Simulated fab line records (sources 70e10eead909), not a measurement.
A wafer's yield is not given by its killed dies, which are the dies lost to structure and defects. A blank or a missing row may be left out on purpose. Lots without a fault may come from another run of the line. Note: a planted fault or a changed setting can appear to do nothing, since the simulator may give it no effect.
Comparing a struck lot with a sound one -- flow nand-harc -- 24 steps out of a route of 1159
Sound: these wafers, L903.1, L903.2, L903.3. The struck wafers were L916.1, L916.4, L916.5. The cause is given at the end.
Order at every step that has rows: each side's tool, ch and its chambers, its first start. Under that, the readings that differ: sound wafers -- struck wafers -- difference of the means -- sigmas: that difference in standard deviations of wafers without a fault.
alike: readings whose means differ by less than 2 such deviations, and words and numbers that are the same on both sides. not compared: withheld readings, readings that some wafer has no value for, bounds like >300 that may hide the same value, and numbers for which the record gives no deviation and whose values overlap.
The two part at a step that has a row with sigmas, a row that says differs or no value, or rows on one side only. When numbers do not overlap yet have no deviation, they are printed without sigmas and do not part them. A reading missing from all wafers of one side parts the sides only when that side holds two or more wafers.

NHARC_A_M0_INSPECT_27:
  sound on defect-inspect-02, day 18 13:19; struck on defect-inspect-02, day 22 09:17
  alike: raw-defect-count
NHARC_A_M0_PRE_CLEAN_31: time 12 s.
  sound on pecvd-02 ch 0,1,2, day 18 14:27; struck on pecvd-01 ch 1,2, day 22 09:22
  alike: heater-power-w, susceptor-temp-C
NHARC_A_M0_DEP_32: deposits SiCN, target thk 30 nm.
  sound on pecvd-02 ch 0,1,2, day 18 14:32; struck on pecvd-01 ch 1,2, day 22 09:28
  alike: chamber-pressure-Torr, heater-power-w, susceptor-temp-C
then, 8 steps without rows for these wafers: NHARC_A_M1_DEP_00 (deposits SiOC, target thk 182.5 nm); NHARC_A_M1_DEHYDRATE_01 (time 120 s); NHARC_A_M1_HMDS_02 (time 30 s); NHARC_A_M1_COAT_34 (time 65 s); NHARC_A_M1_COAT_03 (resist thk 90 nm); NHARC_A_M1_SOFTBAKE_04 (time 55 s); NHARC_A_M1_EBR_05; NHARC_A_M1_EXPOSE_06 (exposes mask A M1, target cd 120 nm).
NHARC_A_M1_PEB_07: peb time 65 s.
  sound on litho-track-01 ch 0, day 18 15:32; struck on litho-track-01 ch 0, day 22 10:36
reading,sound,struck,difference,sigmas
heater-power-total-W (W),156.1 157.2 156.7,160.7 159.7 160.4,+3.6,+9
plate-temp-C (C),100.20 100.19 100.15,101.65 101.65 101.59,+1.45,+12
then, 1 step without rows for these wafers: NHARC_A_M1_DEVELOP_08 (develop time 35 s).
NHARC_A_M1_CD_MEAS_09: the cd target is 120 nm.
  sound on cd-sem-02 ch 0, day 18 15:37; struck on cd-sem-03 ch 0
reading,sound,struck,difference,sigmas
cd-nm (nm),120.1 119.7 119.5,123.9 122.9 124.9,+4.1,+7
  not compared: hold
NHARC_A_M1_OVL_MEAS_10: pitch 240 nm.
  sound on overlay-01, day 18 15:43; struck on overlay-01, day 22 11:53
reading,sound,struck,difference,sigmas
hold,- - -,await-dispo/0.9h/release await-dispo/0.9h/release await-dispo/0.9h/release,no value on the sound wafers,
  alike: overlay-x-nm, overlay-y-nm
NHARC_A_M1_INSPECT_11:
  sound on defect-inspect-02, day 18 15:46; struck on defect-inspect-01, day 22 11:55
  alike: raw-defect-count
NHARC_A_M1_DESCUM_14: chemistry O2, time 3 s.
  sound on rie-diel-07 ch 1,2,3, day 18 15:49; struck on rie-diel-08 ch 1,2,3, day 22 12:00
reading,sound,struck,difference,sigmas
model.A_M1.cd-nm (nm),119.7 119.5 119.9,124.2 123.9 124.7,+4.6,
  alike: drypump-motor-current-A, oes-product-au, rf-vpp-V, showerhead-plenum-p-Torr, throttle-valve-pct
  not compared: rf-hours-counter-h
NHARC_A_M1_ETCH_35: etches the open film in N2/H2, target depth 40 nm, overetch 12 nm, time 43.94 s.
  sound on rie-diel-07 ch 0,1,3, day 18 15:55; struck on rie-diel-08 ch 1,3, day 22 12:04
  alike: drypump-motor-current-A, oes-product-au, rf-vpp-V, showerhead-plenum-p-Torr, throttle-valve-pct
  not compared: rf-hours-counter-h
NHARC_A_M1_ETCH_15: etches the open film in C4F8/Ar, target depth 182.5 nm, time 91.2 s.
  sound: rie-diel-07 ch 0,1,2; struck: rie-diel-08 ch 1,2
  alike: oes-product-au, rf-vpp-V
  not compared: rf-hours-counter-h
NHARC_A_M1_CD_MEAS_16:
  sound on cd-sem-02, day 18 16:08; struck on cd-sem-02, day 22 12:29
reading,sound,struck,difference,sigmas
cd-nm (nm),119.4 119.2 120.6,123.9 124.0 124.1,+4.3,+5
  not compared: hold
NHARC_A_M1_STRIP_18: strips in N2/H2.
  sound on rie-diel-07 ch 0,1,2, day 18 16:12; struck on rie-diel-08 ch 0,2,3, day 22 14:21
reading,sound,struck,difference,sigmas
hold,- - -,await-dispo/1.5h/release await-dispo/1.5h/release await-dispo/1.5h/release,no value on the sound wafers,
  alike: drypump-motor-current-A, oes-product-au, rf-vpp-V, showerhead-plenum-p-Torr, throttle-valve-pct
  not compared: rf-hours-counter-h
NHARC_A_M1_ETCH_28: etches the open film in CF4/N2, target depth 30 nm, time 72.99 s.
  sound: rie-diel-07 ch 0,1,3; struck: rie-diel-08 ch 0,2,3
reading,sound,struck,difference,sigmas
model.A_M1.cd-nm (nm),118.4 119.5 121.1,124.1 124.9 124.5,+4.8,
  alike: drypump-motor-current-A, oes-product-au, rf-vpp-V, showerhead-plenum-p-Torr, throttle-valve-pct
  not compared: rf-hours-counter-h
then, 1 step without rows for these wafers: NHARC_A_M1_STRIP_19 (strips in post etch residue remover, time 600 s).
NHARC_END_SORT_01:
  only the struck wafers appear in the record here, on prober-01 ch 0 at day 24 00:11; the sound ones have no rows

WHERE THEY PART
Earliest at NHARC_A_M1_PEB_07; latest, in this record, at NHARC_END_SORT_01.

WHY: what had been put in by the simulator
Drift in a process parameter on litho-track-01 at NHARC_A_M1_PEB_07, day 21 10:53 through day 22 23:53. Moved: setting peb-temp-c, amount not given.
